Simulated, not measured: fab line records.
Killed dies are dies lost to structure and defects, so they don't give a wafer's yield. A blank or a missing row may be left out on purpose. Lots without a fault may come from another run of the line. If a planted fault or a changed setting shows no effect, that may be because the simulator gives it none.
One fault through the eyes of 2 desks + flow nandHarc + numbers are kept per desk, each desk with only its own; the story behind them comes last

## THE METROLOGY DESK
Lot by lot, what the gauges showed, no matter which tool ran the lot: averages of those sampled wafers that carry a number. Any lot whose mean is over 4 standard deviations away from the usual mean is out of limits and marked OUT; that distance is given in the brackets.
Columns: A = cdNm at NHARC_A_ZERO_WELL_CD_MEAS_10, usual 2000.5 nm
| lot  | first seen here | A      |
|------|-----------------|--------|
| L796 | day 7 01:52     | 2001.6 |
| L797 | day 7 19:19     | 2000.0 |
| L799 | day 8 06:08     | 2001.6 |
| L804 | day 10 06:38    | 2001.4 |
| L805 | day 10 18:31    | 1997.7 |
| L806 | day 11 11:17    | 2001.7 |
| L807 | day 11 16:56    | 1999.5 |
| L808 | day 12 20:11    | 2000.0 |
| L809 | day 12 21:25    | 2000.0 |
| L811 | day 13 06:47    | 2001.5 |
| L815 | day 15 17:49    | 2002.8 |
| L817 | day 16 00:34    | 2001.2 |
| L818 | day 16 20:14    | 2000.9 |
This desk's verdict: no lot among the 13 shows anything out of limits.

## TOOL OWNER'S DESK, lithoTrack-07
Per lot that ran on this tool, the mean of the sampled wafers carrying a number, from the tool's own readings at NHARC_A_ZERO_WELL_SOFTBAKE_05 (time 70 s). Any lot whose mean is over 4 standard deviations away from the usual mean is out of limits and marked OUT; that distance is given in the brackets.
Columns: A = heaterPowerTotalW at NHARC_A_ZERO_WELL_SOFTBAKE_05, usual 200.9 W
| lot  | first seen here | A               |
|------|-----------------|-----------------|
| L797 | day 7 18:00     | 200.3           |
| L804 | day 10 06:00    | 201.5           |
| L805 | day 10 18:00    | 201.0           |
| L808 | day 12 19:00    | 200.5           |
| L809 | day 12 20:00    | 181.7 (-15) OUT |
| L811 | day 13 06:00    | 181.7 (-15) OUT |
This desk's finding: out of limits on L809, L811; first on L809, day 12 20:00 (heaterPowerTotalW at NHARC_A_ZERO_WELL_SOFTBAKE_05). L797, L804, L805, L808: within limits.

## BROUGHT TOGETHER
At day 12 20:00, on L809, L811, the tool owner's desk was in a position to raise an alarm.
From the metrology desk's view, nothing was out of limits.
The metrology desk has L809, L811 on record, within its limits.
On lithoTrack-07, each named lot ran NHARC_A_ZERO_WELL_SOFTBAKE_05.

## WHAT WAS PUT IN BY THE SIMULATOR
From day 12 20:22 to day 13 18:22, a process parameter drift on lithoTrack-07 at NHARC_A_ZERO_WELL_SOFTBAKE_05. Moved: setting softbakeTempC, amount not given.
Struck lots among those shown: L809, L811.
